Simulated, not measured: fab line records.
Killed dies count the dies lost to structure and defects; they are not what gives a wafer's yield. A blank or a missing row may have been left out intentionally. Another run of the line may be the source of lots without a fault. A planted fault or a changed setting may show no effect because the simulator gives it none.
Which tool is to blame? | flow n5 finfet | 27 wafers from 9 lots sampled at 5 of the route's 1938 steps

== WHAT THE GAUGES READ, wafer by wafer ==
N5_BEOL_M4_RC_MEAS_101. Usual: DIBL_N 36.2 mV/V, standard deviation 1.2; DIBL_P 36.3 mV/V, standard deviation 1.3; IOFF_N 0.155 nA/um, standard deviation 0.019; IOFF_N_85C 3.0 nA/um, standard deviation 0.31; IOFF_N_LIN 0.073 nA/um, standard deviation 0.0075; IOFF_P 0.210 nA/um, standard deviation 0.029; ION_N 677 uA/um, standard deviation 8.6; ION_P 465 uA/um, standard deviation 6.8; SS_N 71.4 mV/dec, standard deviation 0.48; SS_P 73.2 mV/dec, standard deviation 0.53; VT_N 249.9 mV, standard deviation 2.4; VT_N_LVT 99.0 mV, standard deviation 2.1; VT_P -250 mV, standard deviation 3.2.
lot  | measured     | on        | DIBL_N (mV/V)  | DIBL_P (mV/V)  | IOFF_N (nA/um)    | IOFF_N_85C (nA/um) | IOFF_N_LIN (nA/um) | IOFF_P (nA/um)    | ION_N (uA/um) | ION_P (uA/um) | SS_N (mV/dec)  | SS_P (mV/dec)  | VT_N (mV)         | VT_N_LVT (mV)   | VT_P (mV)      | flag
L101 | day 7 14:26  | prober-02 | 36.5 36.3 37.5 | 36.8 36.4 37.9 | 0.157 0.153 0.178 | 3.0 2.9 3.3        | 0.072 0.073 0.081  | 0.199 0.198 0.220 | 672 673 685   | 464 459 469   | 71.7 71.1 71.9 | 72.9 73.6 72.6 | 250.5 251.6 249.3 | 99.9 99.9 96.8  | -252 -250 -250 |
L103 | day 7 20:34  | prober-02 | 35.9 35.5 35.7 | 36.3 36.4 36.2 | 0.161 0.155 0.155 | 3.1 3.1 3.0        | 0.078 0.077 0.076  | 0.233 0.227 0.229 | 680 690 681   | 471 476 472   | 71.5 70.4 70.8 | 73.6 72.9 73.7 | 247.7 246.8 246.7 | 98.2 98.0 98.5  | -247 -247 -248 |
L107 | day 10 00:17 | prober-02 | 35.7 34.8 33.7 | 36.7 35.9 34.1 | 0.176 0.147 0.128 | 3.3 2.9 2.6        | 0.081 0.071 0.064  | 0.239 0.219 0.190 | 682 680 681   | 470 474 467   | 71.8 70.9 70.7 | 72.9 74.0 73.0 | 251.2 250.3 250.1 | 96.9 99.3 100.6 | -250 -252 -250 |
L110 | day 10 08:52 | prober-01 | 37.3 35.2 35.7 | 38.1 36.1 36.5 | 0.192 0.156 0.164 | 3.5 2.9 3.0        | 0.085 0.073 0.076  | 0.255 0.230 0.228 | 688 674 676   | 467 461 467   | 71.8 71.5 71.1 | 74.0 73.6 72.9 | 248.3 248.8 248.3 | 96.2 99.3 97.6  | -245 -245 -249 |
L116 | day 12 01:39 | prober-01 | 37.0 36.3 36.7 | 37.8 37.1 37.1 | 0.187 0.175 0.172 | 3.6 3.4 3.4        | 0.086 0.084 0.082  | 0.269 0.266 0.257 | 680 696 686   | 469 479 478   | 71.5 71.9 71.8 | 74.1 73.7 73.1 | 245.6 247.8 245.8 | 97.8 98.4 98.2  | -244 -247 -246 |
L118 | day 13 04:23 | prober-02 | 38.3 38.5 40.3 | 36.4 36.8 39.7 | 0.164 0.166 0.228 | 3.3 3.3 4.3        | 0.077 0.076 0.102  | 0.178 0.186 0.230 | 679 676 703   | 460 451 471   | 70.9 71.7 72.0 | 73.2 73.6 73.7 | 250.1 251.8 241.4 | 96.2 97.2 90.5  | -255 -254 -251 |
L120 | day 12 20:55 | prober-02 | 35.8 35.6 34.0 | 36.8 36.4 34.9 | 0.170 0.158 0.139 | 3.3 3.1 2.8        | 0.079 0.074 0.067  | 0.225 0.217 0.197 | 678 681 679   | 472 469 467   | 71.5 71.2 70.5 | 73.3 73.2 73.4 | 245.8 249.6 247.4 | 96.8 99.9 99.2  | -248 -248 -249 |
L123 | day 14 17:31 | prober-02 | 36.7 36.6 37.7 | 36.1 35.9 38.0 | 0.170 0.166 0.184 | 3.4 3.3 3.6        | 0.081 0.078 0.086  | 0.206 0.199 0.240 | 676 676 690   | 466 461 471   | 71.5 70.6 72.1 | 73.0 73.5 73.9 | 247.0 250.3 245.6 | 97.2 95.9 96.5  | -251 -252 -249 |
L124 | day 14 10:47 | prober-02 | 35.4 36.9 37.4 | 33.4 35.5 36.0 | 0.128 0.159 0.164 | 2.6 3.1 3.2        | 0.061 0.075 0.075  | 0.159 0.188 0.199 | 657 673 674   | 451 459 458   | 70.9 71.7 71.9 | 72.4 72.8 73.6 | 252.2 250.4 249.7 | 102.0 98.0 97.4 | -254 -251 -252 |

== EACH LOT AND THE TOOL THAT RAN IT (in order: tool; ch and the chambers of the sampled wafers; start) ==
lot  | N5_FIN_SAQP_SPACER1_ALD_24       | N5_FIN_SAQP_SPACER2_ALD_28       | N5_FIN_SAQP_SPACER2_ETCHBACK_29   | N5_FIN_SAQP_MANDREL2_REMOVE_60
L101 | ald sin-03 ch 0,1,3, day 2 01:34 | ald sin-03 ch 1,2,3, day 2 03:41 | rie diel-01 ch 0,1, day 2 04:07   | rie si-01 ch 1,2,3, day 2 04:12
L103 | ald sin-01 ch 0,2,3, day 2 10:43 | ald sin-02 ch 0,1,3, day 2 12:44 | rie diel-04 ch 0,1, day 2 13:07   | rie si-02 ch 0,1, day 2 13:12
L107 | ald sin-01 ch 1,2,3, day 3 15:17 | ald sin-03 ch 1,2, day 3 18:02   | rie diel-01 ch 0,1,2, day 3 18:25 | rie si-06 ch 1,2, day 3 18:29
L110 | ald sin-01 ch 0,3, day 4 05:46   | ald sin-02 ch 0,1, day 4 07:43   | rie diel-01 ch 1,2, day 4 08:12   | rie si-06 ch 0,2,3, day 4 08:17
L116 | ald sin-03 ch 1,3, day 5 17:38   | ald sin-01 ch 0,2, day 5 19:37   | rie diel-01 ch 0,2,3, day 5 19:58 | rie si-02 ch 0,2,3, day 5 20:03
L118 | ald sin-01 ch 2,3, day 6 05:46   | ald sin-02 ch 0,2,3, day 6 07:53 | rie diel-02 ch 1,3, day 6 08:13   | rie si-01 ch 2,3, day 6 08:18
L120 | ald sin-01 ch 0,2, day 6 17:20   | ald sin-03 ch 0,3, day 6 19:17   | rie diel-04 ch 0,1,3, day 6 19:44 | rie si-01 ch 1,2, day 6 19:50
L123 | ald sin-03 ch 1,2, day 7 11:17   | ald sin-03 ch 0,3, day 7 16:14   | rie diel-04 ch 1,2, day 7 16:36   | rie si-02 ch 2,3, day 7 16:41
L124 | ald sin-03 ch 1,2,3, day 7 20:25 | ald sin-01 ch 0,2,3, day 7 23:40 | rie diel-01 ch 1,2,3, day 8 00:08 | rie si-02 ch 0,1, day 8 00:13
- N5_FIN_SAQP_SPACER1_ALD_24: deposits SiO2, target thk 20.3 nm, pulse time 1 s, purge time 2 s.
- N5_FIN_SAQP_SPACER2_ALD_28: deposits SiO2, target thk 8.1 nm, pulse time 1 s, purge time 2 s.
- N5_FIN_SAQP_SPACER2_ETCHBACK_29: etches SiO2 in CHF3/O2, target depth 12.2 nm, time 6.1 s.
- N5_FIN_SAQP_MANDREL2_REMOVE_60: chemistry HBr/Cl2/O2, target a-Si, stops on SiNx, bt time 10 s.

== WHAT THE TOOLS THEMSELVES READ (means of the sampled wafers that have a number; where no wafer has one, the mark that the record gives instead) ==
N5_FIN_SAQP_SPACER1_ALD_24. Usual: heater power w 478 W, standard deviation 36; precursor pulse height rel 1.000, standard deviation 0.019; susceptor temp C 300.02 C, standard deviation 0.2.
lot  | tool       | heater power w (W) | precursor pulse height rel | susceptor temp C (C) | flag
L101 | ald sin-03 | 442                | 1.001                      | 300.11               |
L103 | ald sin-01 | 512                | 0.998                      | 300.14               |
L107 | ald sin-01 | 512                | 0.989                      | 299.80               |
L110 | ald sin-01 | 515                | 1.002                      | 300.26               |
L116 | ald sin-03 | 448                | 0.986                      | 300.09               |
L118 | ald sin-01 | 511                | 0.991                      | 300.03               |
L120 | ald sin-01 | 513                | 1.001                      | 300.25               |
L123 | ald sin-03 | 470                | 1.022                      | 300.07               |
L124 | ald sin-03 | 469                | 1.009                      | 299.99               |

N5_FIN_SAQP_SPACER2_ALD_28. Usual: heater power w 477 W, standard deviation 40; precursor pulse height rel 1.001, standard deviation 0.022; susceptor temp C 300.01 C, standard deviation 0.19.
lot  | tool       | heater power w (W) | precursor pulse height rel | susceptor temp C (C) | flag
L101 | ald sin-03 | 457                | 0.997                      | 299.92               |
L103 | ald sin-02 | 438                | 0.996                      | 299.86               |
L107 | ald sin-03 | 484                | 0.999                      | 299.95               |
L110 | ald sin-02 | 476                | 0.991                      | 300.00               |
L116 | ald sin-01 | 496                | 0.977                      | 300.15               |
L118 | ald sin-02 | 430                | 0.987                      | 293.97               | OFF
L120 | ald sin-03 | 433                | 0.983                      | 300.01               |
L123 | ald sin-03 | 440                | 0.997                      | 300.14               |
L124 | ald sin-01 | 516                | 0.994                      | 300.10               |

N5_FIN_SAQP_SPACER2_ETCHBACK_29. Usual: drypump motor current A 5.6 A, standard deviation 0.31; mfc ar sccm 199.9 sccm, standard deviation 0.55; oes product au 0.85 a.u., standard deviation 0.1; rf vpp V 525 V, standard deviation 8.3; showerhead plenum p Torr 2.46 Torr, standard deviation 0.07; throttle valve pct 18.82 %, standard deviation 0.17.
lot  | tool        | drypump motor current A (A) | mfc ar sccm (sccm) | oes product au (a.u.) | rf vpp V (V) | showerhead plenum p Torr (Torr) | throttle valve pct (%) | flag
L101 | rie diel-01 | 5.5                         | 200.3              | 0.92                  | 537          | 2.54                            | 18.68                  |
L103 | rie diel-04 | 5.6                         | 199.9              | 0.72                  | 519          | 2.39                            | 19.02                  |
L107 | rie diel-01 | 5.8                         | 199.9              | 0.88                  | 533          | 2.54                            | 18.71                  |
L110 | rie diel-01 | 6.0                         | 200.0              | 0.87                  | 531          | 2.54                            | 18.72                  |
L116 | rie diel-01 | 5.7                         | 199.6              | 0.92                  | 531          | 2.49                            | 18.64                  |
L118 | rie diel-02 | 5.0                         | 199.7              | 0.78                  | 526          | 2.49                            | 18.94                  |
L120 | rie diel-04 | 5.6                         | 200.1              | 0.84                  | 519          | 2.40                            | 18.89                  |
L123 | rie diel-04 | 5.4                         | 199.4              | 0.88                  | 514          | 2.42                            | 18.85                  |
L124 | rie diel-01 | 5.9                         | 199.7              | 0.83                  | 526          | 2.46                            | 18.79                  |

N5_FIN_SAQP_MANDREL2_REMOVE_60. Usual: drypump motor current A 5.6 A, standard deviation 0.53; oes product au 0.998 a.u., standard deviation 0.011; throttle valve pct 36.71 %, standard deviation 0.29.
lot  | tool      | drypump motor current A (A) | oes product au (a.u.) | throttle valve pct (%) | flag
L101 | rie si-01 | 5.2                         | 1.002                 | 36.69                  |
L103 | rie si-02 | 5.9                         | 1.020                 | 36.73                  |
L107 | rie si-06 | 5.4                         | 0.991                 | 36.33                  |
L110 | rie si-06 | 5.7                         | 0.999                 | 36.80                  |
L116 | rie si-02 | 5.7                         | 1.001                 | 36.90                  |
L118 | rie si-01 | 4.9                         | 0.998                 | 36.80                  |
L120 | rie si-01 | 5.4                         | 0.989                 | 36.57                  |
L123 | rie si-02 | 5.7                         | 0.981                 | 36.96                  |
L124 | rie si-02 | 5.9                         | 1.019                 | 36.72                  |

== THE ANSWER, worked out from the rows above alone ==
Rule: take the mean of a lot's wafers that have a number; if it is more than 3 standard deviations from the usual mean, the lot is off. A lot without any number at a reading at which 4 lots or more have one is off too. All remaining lots with rows at the step are treated as sound. The gauges are gone through in route order, then the tools' own readings, and for those a lot's mean is taken as printed above. The first step at which some lot is off is used, and at that step the reading that is off furthest; a lot without a number counts as furthest.
Off: L118, at N5_FIN_SAQP_SPACER2_ALD_28 (susceptor temp C).
A tool fits if, at that step or a process step before it, it ran every lot that is off, and no sound lot after the first of them. One candidate fits, namely ald sin-02 at N5_FIN_SAQP_SPACER2_ALD_28. A fault onset in the window from L110 (day 4 07:43, its last sound lot) to L118 (day 6 07:53, its first lot off) fits.
On the lots that are off, the tool's own readings at N5_FIN_SAQP_SPACER2_ALD_28 differ by more than 5 times the standard deviation of the sound lots' means, which bears it out; susceptor temp C reads 293.97 C there versus 300.02 C on the sound lots.

== WHAT THE SIMULATOR HAD PUT IN ==
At N5_FIN_SAQP_SPACER2_ALD_28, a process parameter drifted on ald sin-02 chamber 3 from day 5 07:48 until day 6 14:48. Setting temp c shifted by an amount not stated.
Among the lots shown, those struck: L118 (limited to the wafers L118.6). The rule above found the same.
